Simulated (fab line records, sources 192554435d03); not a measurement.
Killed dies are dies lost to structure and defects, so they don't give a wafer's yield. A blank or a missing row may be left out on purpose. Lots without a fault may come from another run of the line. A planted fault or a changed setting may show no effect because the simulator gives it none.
Which tool did it? | flow n5_finfet | 12 lots, 36 wafers sampled, at 1 step of a route of 1938

WHAT THE GAUGES READ, wafer by wafer
N5_ZERO_LAYER_CD_MEAS_11: target cd 2000 nm.
lot  | measured    | on        | cd_nm (nm)
L075 | day 1 18:46 | cd_sem-03 | 1999.1 2000.5 2000.2
L077 | day 2 06:46 | cd_sem-03 | 1998.4 1998.4 1998.2
L079 | day 2 18:46 | cd_sem-02 | 1998.2 1999.7 2000.4
L081 | day 3 06:40 | cd_sem-01 | 1999.9 1999.6 1998.6
L083 | day 3 18:41 | cd_sem-03 | 2000.3 1999.9 2000.8
L085 | day 4 06:38 | cd_sem-01 | 2002.6 2001.3 2002.7
L087 | day 4 18:46 | cd_sem-02 | 2000.3 2000.0 2002.8
L089 | day 5 06:38 | cd_sem-03 | 1999.9 1999.4 1998.2
L091 | day 5 18:46 | cd_sem-01 | 1997.7 1997.7 1997.9
L093 | day 6 06:46 | cd_sem-01 | 1999.2 1998.8 2000.3
L095 | day 6 18:46 | cd_sem-02 | 1999.3 2001.4 1998.7
L097 | day 7 06:47 | cd_sem-02 | 1998.8 1999.8 1999.8

WHICH TOOL RAN EACH LOT (tool, then ch and the chambers of the sampled wafers, then the start)
The record holds no process step before these readings.

THE ANSWER, worked out from the rows above alone
Rule: what is usual is taken from the lots themselves. Put in order of their means at a reading, lots are off if they are a third of the lots or fewer, leave a main group of 4 or more, and stand apart from it by a gap of 3 or more times the standard deviation of the main group's means; of several such gaps the widest counts. A main group whose means are all the same, to the digits that the tables above print for the reading, isn't used. A lot without any number at a reading at which 4 lots or more have one is off too. The other lots that the step has rows for count as sound.
No lot is off at any reading shown: from this, nothing can be told.

WHAT THE SIMULATOR HAD PUT IN
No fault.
